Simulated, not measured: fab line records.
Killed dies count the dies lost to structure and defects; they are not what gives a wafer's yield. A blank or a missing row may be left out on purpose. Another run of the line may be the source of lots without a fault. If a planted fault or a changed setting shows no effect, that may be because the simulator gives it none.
fab line records | flow nandHarc
[record] lots = 12 | wafers = 36 | lastDay = 30
route steps=1302 shown A_SLIT@923 A_WL_FILL@952 END@1302
lots that met no fault: taken from a fault-free run of the same line
startH: start of the lot's first displayed wafer, in hours after the record's first day | waitH: time in hours since the lot's previous step | " identical to the entry in the row above | L1.1+2: several wafers, shown together as one row | - no value present, or no start provided | * or withheld: withheld | < > ~ a bound
route shown NAME@n: NAME is a module with steps in the file, n the number in the route of the first one | usual: mean and standard deviation over wafers with no fault | same: alike in all rows | chamber/n: place in a boat | sites: each site's reading | _std_site: standard deviation across them | _edge_site: the outer-site mean with the inner-site mean subtracted | radiusMm: for every site, how far away it sits from the centre of the wafer | mask NAME#n: copy n | behind: the last tool/chamber to shape the wafer | hold: the reason the lot was held/the length of the hold in hours/how it ended | device: the n, p or np transistor that did not switch | end of line: tests of these same wafers at the route's end | where a step has no rows: the recipe by itself | killed: not the wafer's yield, but the dies lost to structure and defects at the first sort | map: the dies of a wafer, with x for killed, . for not killed, _ for no die there
set.NAME: the run value of the setting; set.NAME@STEP: its run value at that earlier step | model.NAME: the simulator's own value behind a step, which no gauge read
steps of the route over a sample of lots; a table a step, a row a wafer
services: a tool's chamber out of use, with start hour (startH, from the record's first day; less than 0 if before it), hours out, and reason
[[steps]]
[step NHARC_A_SLIT_DEP_00]
[recipe] targetThkA = 62000 | tempC = 400 | material = aC
[usual] throttleValvePct = 34.999/0.0092
lot.wafer | tool      | chamber | startH | waitH | throttleValvePct
L572.1    | aclDep-01 | 0       | 465.98 | -     | 35.003
L572.3    | "         | 0       | 467.24 | -     | 35.002
L572.4    | "         | 0       | "      | "     | 35.011
L574.1    | aclDep-03 | 0       | 466.02 | -     | 35.003
L574.2    | "         | 0       | "      | "     | 34.999
L574.6    | "         | 0       | 469.15 | -     | 34.995
L573.1    | aclDep-02 | 0       | 478.13 | -     | 35.010
L573.3    | "         | 0       | 479.38 | -     | 35.014
L573.5    | "         | 0       | 480.63 | -     | 34.996
L575.2    | aclDep-01 | 0       | 478.85 | -     | 35.005
L575.4    | "         | 0       | 480.11 | -     | 35.015
L575.5    | "         | 0       | "      | "     | 34.996
L577.1    | aclDep-02 | 0       | 509.54 | -     | 34.996
L577.4    | "         | 0       | 511.43 | -     | 34.984
L577.5    | "         | 0       | "      | "     | 34.990
L576.3    | aclDep-03 | 0       | 509.68 | -     | 35.007
L576.5    | "         | 0       | 510.93 | -     | 34.986
L576.6    | "         | 0       | "      | "     | 35.011
L578.3    | aclDep-01 | 0       | 521.97 | -     | 35.004
L578.4    | "         | 0       | "      | "     | 35.009
L578.5    | "         | 0       | "      | "     | 35.007
L583.2    | aclDep-01 | 0       | 563.89 | -     | 35.008
L583.4    | "         | 0       | 565.14 | -     | 34.982
L583.5    | "         | 0       | "      | "     | 34.987
L581.3    | aclDep-03 | 0       | 564.41 | -     | 34.992
L581.4    | "         | 0       | "      | "     | 34.986
L581.6    | "         | 0       | 566.28 | -     | 34.997
L584.2    | aclDep-02 | 0       | 583.34 | -     | 34.997
L584.5    | "         | 0       | 585.22 | -     | 34.997
L584.6    | "         | 0       | "      | "     | 35.004
L588.2    | aclDep-03 | 0       | 592.45 | -     | 34.980
L588.3    | "         | 0       | "      | "     | 35.000
L588.5    | "         | 0       | 594.32 | -     | 35.001
L585.4    | aclDep-02 | 0       | 593.84 | -     | 34.993
L585.5    | "         | 0       | "      | "     | 34.991
L585.6    | "         | 0       | "      | "     | 34.996
[step NHARC_A_SLIT_ETCH_15]
[recipe] targetDepthA = 62000 | overEtchFrac = 0.3 | timeS = 1612 | ionEnergyEv = 150 | o2FlowSccm = 400 | cosFlowSccm = 20 | arFlowSccm = 0 | rfW = 500 | biasW = 300 | chemistry = O2/COS
[usual] drypumpMotorCurrentA = 5.9/0.54 | oesProductAu = 1.000/0.0068 | rfVppV = 314.1/1.8 | showerheadPlenumPTorr = 3.12/0.11 | throttleValvePct = 28.328/0.0088
lot.wafer | tool       | chamber | startH | waitH | drypumpMotorCurrentA | oesProductAu | rfHoursCounterH | rfVppV | showerheadPlenumPTorr | throttleValvePct
L572.3    | rieDiel-06 | 1       | -      | -     | 5.9                  | 0.994        | 9.2             | 314.0  | 3.18                  | 28.325
L572.1    | "          | 2       | "      | "     | 6.6                  | 1.007        | 9.2             | 310.1  | 2.92                  | 28.337
L572.4    | "          | 3       | "      | "     | 6.5                  | 1.003        | 9.8             | 312.0  | 2.96                  | 28.330
L574.1    | rieDiel-02 | 1       | -      | -     | 5.5                  | 0.999        | 3.5             | 313.1  | 3.02                  | 28.347
L574.2    | "          | 2       | "      | "     | 6.6                  | 0.998        | 3.6             | 315.6  | 3.15                  | 28.319
L574.6    | "          | 0       | "      | "     | 5.7                  | 0.996        | -               | 317.2  | 3.28                  | 28.326
L573.3    | rieDiel-06 | 1       | -      | -     | 5.9                  | 1.004        | 10.4            | 315.2  | 3.18                  | 28.333
L573.1    | "          | 0       | "      | "     | 5.8                  | 1.000        | 10.9            | 316.7  | 3.24                  | 28.330
L573.5    | "          | 0       | "      | "     | 5.8                  | 0.992        | -               | 314.9  | 3.24                  | 28.325
L575.2    | rieDiel-05 | 0       | -      | -     | 4.9                  | 1.019        | 3.9             | 313.0  | 3.01                  | 28.345
L575.4    | "          | 3       | "      | "     | 6.6                  | 1.016        | 3.9             | 314.9  | 3.05                  | 28.334
L575.5    | "          | 0       | "      | "     | 4.8                  | 1.016        | -               | 311.8  | 3.01                  | 28.328
L576.3    | rieDiel-02 | 3       | -      | -     | 5.8                  | 0.996        | 4.7             | 315.9  | 3.27                  | 28.319
L576.5    | "          | 2       | "      | "     | 6.6                  | 1.000        | -               | 314.5  | 3.15                  | 28.331
L576.6    | "          | 3       | "      | "     | 5.8                  | 0.994        | -               | 316.7  | 3.27                  | 28.331
L577.4    | rieDiel-05 | 0       | -      | -     | 4.8                  | 1.002        | 6.4             | 312.0  | 3.01                  | 28.326
L577.1    | "          | 1       | "      | "     | 5.7                  | 0.992        | 5.1             | 312.9  | 3.03                  | 28.327
L577.5    | "          | 2       | "      | "     | 5.6                  | 1.004        | -               | 315.4  | 3.21                  | 28.328
L578.4    | rieDiel-05 | 3       | -      | -     | 6.6                  | 1.003        | 7.0             | 313.4  | 3.04                  | 28.342
L578.3    | "          | 0       | "      | "     | 4.9                  | 1.001        | 7.1             | 312.8  | 3.01                  | 28.322
L578.5    | "          | 3       | "      | "     | 6.6                  | 1.005        | -               | 314.0  | 3.04                  | 28.329
L581.4    | rieDiel-02 | 2       | -      | -     | 6.7                  | 0.995        | 8.1             | 314.8  | 3.15                  | 28.325
L581.3    | "          | 3       | "      | "     | 5.8                  | 0.985        | 7.5             | 317.2  | 3.27                  | 28.351
L581.6    | "          | 1       | "      | "     | 5.5                  | 0.986        | -               | 314.1  | 3.02                  | 28.329
L583.2    | rieDiel-05 | 3       | -      | -     | 6.6                  | 1.001        | 9.8             | 313.2  | 3.04                  | 28.331
L583.4    | "          | 1       | "      | "     | 5.7                  | 1.005        | 8.4             | 312.6  | 3.02                  | 28.329
L583.5    | "          | 2       | "      | "     | 5.5                  | 1.004        | -               | 314.5  | 3.21                  | 28.324
L584.2    | rieDiel-02 | 0       | -      | -     | 5.7                  | 1.009        | 0.4             | 316.3  | 3.28                  | 28.336
L584.6    | "          | 0       | "      | "     | 5.7                  | 1.000        | -               | 314.4  | 3.28                  | 28.320
L584.5    | "          | 2       | "      | "     | 6.6                  | 0.996        | -               | 314.4  | 3.15                  | 28.328
L588.2    | rieDiel-06 | 3       | -      | -     | 6.5                  | 0.993        | 3.5             | 310.7  | 2.95                  | 28.330
L588.3    | "          | 0       | "      | "     | 5.8                  | 1.008        | 3.6             | 317.1  | 3.24                  | 28.336
L588.5    | "          | 0       | "      | "     | 5.8                  | 0.994        | -               | 314.8  | 3.24                  | 28.341
L585.6    | rieDiel-02 | 0       | -      | -     | 5.7                  | 0.985        | -               | 315.6  | 3.28                  | 28.337
L585.4    | "          | 2       | "      | "     | 6.6                  | 1.000        | -               | 315.1  | 3.15                  | 28.331
L585.5    | "          | 3       | "      | "     | 5.8                  | 0.995        | -               | 315.7  | 3.27                  | 28.339
[step NHARC_A_SLIT_ETCH_17]
[recipe] biasV = 900 | sourceW = withheld | pressureMtorr = 20 | arFlowSccm = 375 | c4f8FlowSccm = 83.3 | o2FlowSccm = 41.7 | timeS = 4254.5 | targetDepthA = 2.03e+05 | chemistry = C4F8/O2/Ar
[usual] drypumpMotorCurrentA = 5.64/0.29 | showerheadPlenumPTorr = 3.59/0.15 | throttleValvePct = 32.046/0.0086
lot.wafer | tool       | chamber | startH | waitH | drypumpMotorCurrentA | rfHoursCounterH | showerheadPlenumPTorr | throttleValvePct
L572.1    | harEtch-01 | 0       | 471.78 | -     | 5.38                 | 257             | 3.61                  | 32.051
L572.3    | "          | 0       | 472.98 | -     | 5.40                 | -               | 3.61                  | 32.046
L572.4    | "          | 1       | "      | "     | 5.54                 | -               | 3.47                  | 32.037
L574.2    | harEtch-02 | 0       | 472.54 | -     | 6.21                 | 46              | 3.60                  | 32.045
L574.1    | "          | 1       | "      | "     | 5.71                 | 46              | 3.91                  | 32.049
L574.6    | "          | 0       | 474.94 | -     | 6.26                 | -               | 3.60                  | 32.040
L575.2    | harEtch-01 | 1       | 485.10 | -     | 5.52                 | 265             | 3.47                  | 32.056
L575.4    | "          | 0       | "      | "     | 5.39                 | -               | 3.60                  | 32.049
L575.5    | "          | 0       | 486.91 | -     | 5.40                 | -               | 3.60                  | 32.043
L573.1    | harEtch-02 | 0       | 485.86 | -     | 6.19                 | 54              | 3.59                  | 32.063
L573.3    | "          | 1       | 487.69 | -     | 5.69                 | -               | 3.91                  | 32.037
L573.5    | "          | 0       | "      | "     | 6.18                 | -               | 3.59                  | 32.028
L577.1    | harEtch-02 | 1       | 515.95 | -     | 5.69                 | 69              | 3.90                  | 32.058
L577.4    | "          | 1       | 517.17 | -     | 5.68                 | -               | 3.90                  | 32.052
L577.5    | "          | 0       | 518.98 | -     | 6.20                 | -               | 3.58                  | 32.047
L576.3    | harEtch-01 | 0       | 516.99 | -     | 5.39                 | -               | 3.59                  | 32.056
L576.5    | "          | 0       | 518.18 | -     | 5.38                 | -               | 3.59                  | 32.033
L576.6    | "          | 1       | "      | "     | 5.52                 | -               | 3.46                  | 32.032
L578.4    | harEtch-02 | 1       | 528.27 | -     | 5.72                 | -               | 3.90                  | 32.046
L578.3    | "          | 0       | "      | "     | 6.19                 | -               | 3.58                  | 32.039
L578.5    | "          | 1       | "      | "     | 5.70                 | -               | 3.90                  | 32.049
L583.2    | harEtch-01 | 0       | 569.14 | -     | 5.40                 | 310             | 3.58                  | 32.043
L583.4    | "          | 0       | 570.34 | -     | 5.39                 | -               | 3.58                  | 32.056
L583.5    | "          | 0       | 571.53 | -     | 5.39                 | -               | 3.58                  | 32.047
L581.3    | harEtch-02 | 1       | 570.14 | -     | 5.70                 | -               | 3.89                  | 32.035
L581.4    | "          | 0       | "      | "     | 6.18                 | -               | 3.57                  | 32.041
L581.6    | "          | 1       | "      | "     | 5.71                 | -               | 3.89                  | 32.060
L584.2    | harEtch-01 | 0       | 588.74 | -     | 5.39                 | 322             | 3.57                  | 32.044
L584.6    | "          | 0       | 591.21 | -     | 5.38                 | -               | 3.57                  | 32.048
L584.5    | "          | 1       | "      | "     | 5.51                 | -               | 3.44                  | 32.059
L588.2    | harEtch-01 | 1       | 598.33 | -     | 5.53                 | 329             | 3.44                  | 32.060
L588.3    | "          | 0       | "      | "     | 5.39                 | -               | 3.57                  | 32.046
L588.5    | "          | 1       | 600.80 | -     | 5.53                 | -               | 3.44                  | 32.046
L585.4    | harEtch-02 | 1       | 600.19 | -     | 5.69                 | -               | 3.87                  | 32.044
L585.6    | "          | 1       | 601.41 | -     | 5.70                 | -               | 3.87                  | 32.052
L585.5    | "          | 0       | "      | "     | 6.19                 | -               | 3.56                  | 32.038
[step NHARC_A_WL_FILL_ALD_00]
[recipe] targetThkA = 30 | pulseTimeS = 3 | aldCycles = 30 | tempC = 300 | material = Al2O3
[usual] aldCycles = 30/0 | heaterPowerOuterW = 256/35 | heaterPowerW = 458/63 | precursorPulseHeightRel = 0.999/0.02
lot.wafer | tool     | chamber | startH | waitH | aldCycles | heaterPowerOuterW | heaterPowerW | precursorPulseHeightRel
L572.1    | aldHk-02 | 0       | 483.58 | 0.1   | 30        | 223               | 398          | 1.001
L572.4    | "        | 2       | "      | "     | 30        | 288               | 528          | 0.986
L572.3    | "        | 3       | "      | "     | 30        | 289               | 509          | 0.984
L574.1    | aldHk-04 | 3       | 483.71 | 0.1   | 30        | 257               | 436          | 1.022
L574.2    | "        | 0       | "      | "     | 30        | 207               | 376          | 0.987
L574.6    | "        | 2       | "      | "     | 30        | 259               | 454          | 0.938
L573.3    | aldHk-02 | 3       | 496.20 | 0.1   | 30        | 287               | 506          | 0.974
L573.1    | "        | 1       | "      | "     | 30        | 324               | 591          | 0.964
L573.5    | "        | 3       | "      | "     | 30        | 292               | 492          | 0.980
L575.2    | aldHk-01 | 2       | 496.21 | 0.1   | 30        | 277               | 491          | 1.010
L575.4    | "        | 0       | "      | "     | 30        | 234               | 438          | 1.026
L575.5    | "        | 2       | "      | "     | 30        | 287               | 493          | 1.020
L577.4    | aldHk-04 | 0       | 528.27 | 0.9   | 30        | 205               | 365          | 0.992
L577.1    | "        | 1       | "      | "     | 30        | 249               | 451          | 0.998
L577.5    | "        | 0       | "      | "     | 30        | 202               | 367          | 0.980
L576.3    | aldHk-04 | 1       | 528.49 | 1.0   | 30        | 243               | 438          | 0.979
L576.6    | "        | 3       | "      | "     | 30        | 250               | 442          | 0.998
L576.5    | "        | 0       | "      | "     | 30        | 209               | 364          | 0.989
L578.4    | aldHk-01 | 2       | 540.57 | 1.7   | 30        | 281               | 488          | 0.989
L578.3    | "        | 1       | "      | "     | 30        | 290               | 512          | 1.011
L578.5    | "        | 3       | "      | "     | 30        | 222               | 391          | 1.006
L583.4    | aldHk-04 | 0       | 583.25 | 2.6   | 30        | 208               | 375          | 1.004
L583.2    | "        | 2       | "      | "     | 30        | 255               | 465          | 0.991
L583.5    | "        | 0       | "      | "     | 30        | 206               | 381          | 0.996
L581.3    | aldHk-04 | 1       | 583.44 | 2.8   | 30        | 241               | 460          | 1.004
L581.4    | "        | 2       | "      | "     | 30        | 263               | 461          | 1.037
L581.6    | "        | 3       | "      | "     | 30        | 264               | 440          | 0.965
L584.2    | aldHk-01 | 1       | 600.65 | 0.1   | 30        | 283               | 517          | 1.000
L584.5    | "        | 2       | "      | "     | 30        | 293               | 493          | 0.988
L584.6    | "        | 3       | "      | "     | 30        | 223               | 397          | 0.966
L588.3    | aldHk-04 | 0       | 609.98 | 0.1   | 30        | 204               | 368          | 1.042
L588.2    | "        | 1       | "      | "     | 55        | 242               | 446          | 0.994
L588.5    | "        | 3       | "      | "     | 30        | 255               | 442          | 1.004
L585.4    | aldHk-04 | 0       | 610.12 | 0.3   | 30        | 204               | 373          | 1.012
L585.5    | "        | 0       | "      | "     | 30        | 208               | 382          | 1.009
L585.6    | "        | 1       | "      | "     | 55        | 248               | 449          | 1.032
[step NHARC_END_SORT_01]
[recipe] tempC = 25
[usual] killedAtArray = 51/17 | killedAtOther = 1.6/2.1 | killedAtPeriphery = 4/3.2 | killedDies = 57/18 | killedOpen = 2.9/1.7 | killedShort = 2.3/1.3
[same] grossDies = 677
lot.wafer | tool      | chamber | startH | waitH | killedAtArray | killedAtOther | killedAtPeriphery | killedDies | killedOpen | killedShort
L588.2    | prober-02 | 0       | 706.74 | 2.8   | 391           | 0             | 0                 | 391        | 3          | 2
L588.3    | prober-02 | 0       | 707.54 | 3.1   | 49            | 0             | 3                 | 52         | 4          | 1
L588.5    | prober-02 | 0       | 709.14 | 3.7   | 39            | 0             | 1                 | 40         | 3          | 1
L585.4    | prober-01 | 0       | 708.39 | 3.4   | 21            | 1             | 5                 | 27         | 2          | 5
L585.5    | prober-01 | 0       | 709.20 | 3.7   | 14            | 0             | 4                 | 18         | 2          | 2
L585.6    | prober-01 | 0       | 710.00 | 4.0   | 361           | 2             | 8                 | 371        | 2          | 3
// killed by level:class
L588.2 A_WL_FILL:areaAld=337 A_SLIT:chamberFilmFlake=25 A_CHANNEL_HOLE_D2:chamberFilmFlake=17 A_CHANNEL_HOLE_D1:chamberFilmFlake=4 A_CONTACT:chamberFilmFlake=2 A_SOURCE_PLATE:geometricParticle:open=1 A_ONON_D1:geometricParticle:short=1 A_CHANNEL_FILL_D1:geometricParticle:open=1
L588.3 A_SLIT:chamberFilmFlake=19 A_CHANNEL_HOLE_D2:chamberFilmFlake=9 A_CHANNEL_HOLE_D1:chamberFilmFlake=8 A_CHANNEL_FILL_D1:chamberFilmFlake=3 A_CONTACT:chamberFilmFlake=3 P_GATE:chamberFilmFlake=2 A_STAIRCASE:chamberFilmFlake=2 P_GATE:geometricParticle:open=1
L585.4 A_SLIT:chamberFilmFlake=5 A_CHANNEL_HOLE_D1:chamberFilmFlake=4 P_GATE:chamberFilmFlake=3 A_CONTACT:chamberFilmFlake=3 A_CHANNEL_FILL_D2:geometricParticle:open=2 A_CHANNEL_FILL_D2:geometricParticle:short=2 P_M1:chamberFilmFlake=2 A_SOURCE_PLATE:geometricParticle:short=1
L588.5 A_SLIT:chamberFilmFlake=24 A_CHANNEL_HOLE_D2:chamberFilmFlake=5 A_CHANNEL_FILL_D1:chamberFilmFlake=5 P_M0:geometricParticle:open=1 A_ONON_D1:geometricParticle:short=1 A_CHANNEL_FILL_D1:geometricParticle:open=1 A_BLC:geometricParticle:open=1 A_CHANNEL_HOLE_D1:chamberFilmFlake=1
L585.5 A_CHANNEL_HOLE_D1:chamberFilmFlake=4 A_CONTACT:chamberFilmFlake=4 A_SLIT:chamberFilmFlake=2 P_GATE:geometricParticle:open=1 A_CHANNEL_HOLE_D1:geometricParticle:open=1 A_CHANNEL_FILL_D1:geometricParticle:short=1 A_M1:geometricParticle:short=1 P_ZERO_WELL:chamberFilmFlake=1
L585.6 A_WL_FILL:areaAld=340 A_CHANNEL_HOLE_D1:chamberFilmFlake=9 P_GATE:chamberFilmFlake=3 A_CONTACT:chamberFilmFlake=3 P_ZERO_WELL:chamberFilmFlake=2 P_M1:chamberFilmFlake=2 A_SLIT:chamberFilmFlake=2 THIN_TSV:chamberFilmFlake=2
[[services]]
tool       | chamber | startH | hours | kind
aldHk-04   | 0       | 443.85 | -     | clean
aldHk-04   | 1       | 443.85 | -     | clean
aldHk-04   | 2       | 443.85 | -     | clean
aldHk-04   | 3       | 443.85 | -     | clean
rieDiel-02 | 0       | 451.81 | -     | clean
rieDiel-02 | 1       | 451.81 | -     | clean
rieDiel-02 | 2       | 451.81 | -     | clean
rieDiel-02 | 3       | 451.81 | -     | clean
aldHk-01   | -       | 475.23 | 10.0  | pm
rieDiel-06 | 3       | 480.86 | 4.8   | repair
rieDiel-06 | -       | 484.20 | 9.0   | pm
aclDep-03  | -       | 487.48 | 13.0  | pm
rieDiel-06 | 2       | 503.36 | 1.5   | repair
rieDiel-05 | -       | 508.98 | 1.0   | repair
rieDiel-06 | 0       | 518.04 | 1.4   | repair
rieDiel-02 | 3       | 525.74 | 4.6   | repair
aldHk-02   | -       | 530.17 | 10.0  | pm
aldHk-04   | -       | 535.55 | 0.8   | repair
aclDep-01  | -       | 550.26 | 13.0  | pm
rieDiel-02 | 2       | 569.85 | 2.4   | repair
rieDiel-02 | -       | 570.81 | 9.0   | pm
rieDiel-05 | -       | 583.60 | 9.0   | pm
rieDiel-02 | 1       | 584.33 | 12.7  | repair
aclDep-02  | -       | 606.24 | 13.0  | pm
[[key]]
[firstSign] step = NHARC_A_WL_FILL_ALD_00 | reading = aldCycles | direction = up | sigmas = 99+ | usual = 30 | struck = 55
[effect] step = NHARC_END_SORT_01 | reading = killedAtArray | direction = up | sigmas = 19 | usual = 51 | struck = 376
[moreKillsBornAt] NHARC_A_WL_FILL_ALD_00@aldHk-04 = 677
metAt NHARC_A_WL_FILL_ALD_00
struckLots L585,L588
struckWafers L585.6,L588.2
laterRowsLeftOut L585.6
testerLeftOut L585,L588
notActingAt NHARC_A_SLIT_DEP_00,NHARC_A_SLIT_ETCH_15,NHARC_A_SLIT_ETCH_17
[fault] kind = processParameterDrift | tool = aldHk-04 | chamber = 1 | onsetH = 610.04 | steps = NHARC_A_WL_FILL_ALD_00 | channel = aldCycles | offset = 25 | shape = step | endH = 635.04 | actsIn = theseRecipesOnly | stated = 30
// testerLeftOut: of these lots the tester's yield and bins aren't shown, on N5 and GAA mostly nor the transistor test; their killed dies are dies lost to structure and defects alone, not to doping, threshold or leakage, so they don't give the yield
// laterRowsLeftOut: the simulator's readings of these wafers behind a module that went badly wrong aren't trusted and aren't shown, but for the sort
